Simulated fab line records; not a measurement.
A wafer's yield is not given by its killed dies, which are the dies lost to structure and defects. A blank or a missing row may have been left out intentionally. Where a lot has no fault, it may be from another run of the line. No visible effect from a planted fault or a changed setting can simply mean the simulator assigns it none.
Matching of chambers | flow nandHarc | 4 sister chambers for NHARC_A_STAIRCASE_DESCUM_252 on rieDiel-05
The step chemistry O2, time 3 s. 14 wafers are shown with their chamber, then 7 later ones without.

## WAFERS WITH THEIR CHAMBER
wafer  | chamber | showerheadPlenumPTorr (Torr) | drypumpMotorCurrentA (A) | oesProductAu (a.u.)
L075.2 | 0       | 1.80                         | 5.9                      | 0.991
L075.5 | 0       | 1.80                         | 5.9                      | 0.990
L075.6 | 1       | 1.81                         | 6.0                      | 0.993
L074.2 | 3       | 1.97                         | 5.9                      | 0.990
L074.3 | 0       | 1.80                         | 5.8                      | 1.004
L074.6 | 2       | 2.04                         | 6.1                      | 0.996
L077.2 | 2       | 2.04                         | 6.1                      | 1.004
L077.5 | 3       | 1.97                         | 5.8                      | 0.992
L077.6 | 2       | 2.04                         | 6.1                      | 0.999
L094.1 | 1       | 1.80                         | 6.1                      | 1.000
L094.3 | 0       | 1.78                         | 5.8                      | 1.009
L094.4 | 2       | 2.03                         | 6.1                      | 1.015
L096.1 | 3       | 1.95                         | 5.9                      | 0.982
L096.2 | 2       | 2.03                         | 6.1                      | 1.011

SIGNATURES (means of the wafers above)
reading               | chamber 0 | chamber 1 | chamber 2 | chamber 3 | scatter within a chamber
showerheadPlenumPTorr | 1.7950    | 1.8050    | 2.0360    | 1.9633    | 0.00858
drypumpMotorCurrentA  | 5.850     | 6.050     | 6.100     | 5.867     | 0.0465
oesProductAu          | 0.99850   | 0.99650   | 1.00500   | 0.98800   | 0.00777
Rule: a wafer lies at a distance from a chamber equal to the root of the sum of squares, over the readings, of (its reading less the chamber's mean, divided by the reading's scatter). The wafer belongs to the nearest chamber; if the next one is less than 2 further off, it can't be placed. The scatter is the square root of a quotient: the sum, over the shown wafers, of each reading's squared deviation from its chamber's mean, divided by wafers minus chambers.

## WAFERS MISSING THEIR CHAMBER
wafer  | showerheadPlenumPTorr (Torr) | drypumpMotorCurrentA (A) | oesProductAu (a.u.)
L096.6 | 1.95                         | 5.8                      | 0.992
L096.3 | 1.78                         | 5.8                      | 1.003
L096.4 | 1.80                         | 6.0                      | 0.993
L096.5 | 1.78                         | 5.9                      | 1.008
L097.1 | 1.95                         | 5.8                      | 1.009
L097.5 | 1.95                         | 5.8                      | 1.005
L097.6 | 1.78                         | 5.8                      | 1.013

## WHICH CHAMBER EACH ONE RAN IN
wafer  | from the rows above | in truth
L096.6 | 3                   | 3
L096.3 | 0                   | 0
L096.4 | 1                   | 1
L096.5 | 0                   | 0
L097.1 | 3                   | 3
L097.5 | 3                   | 3
L097.6 | 0                   | 0
Correctly placed: 7 of 7. Number that these rows cannot place: 0. Wrongly placed: 0.
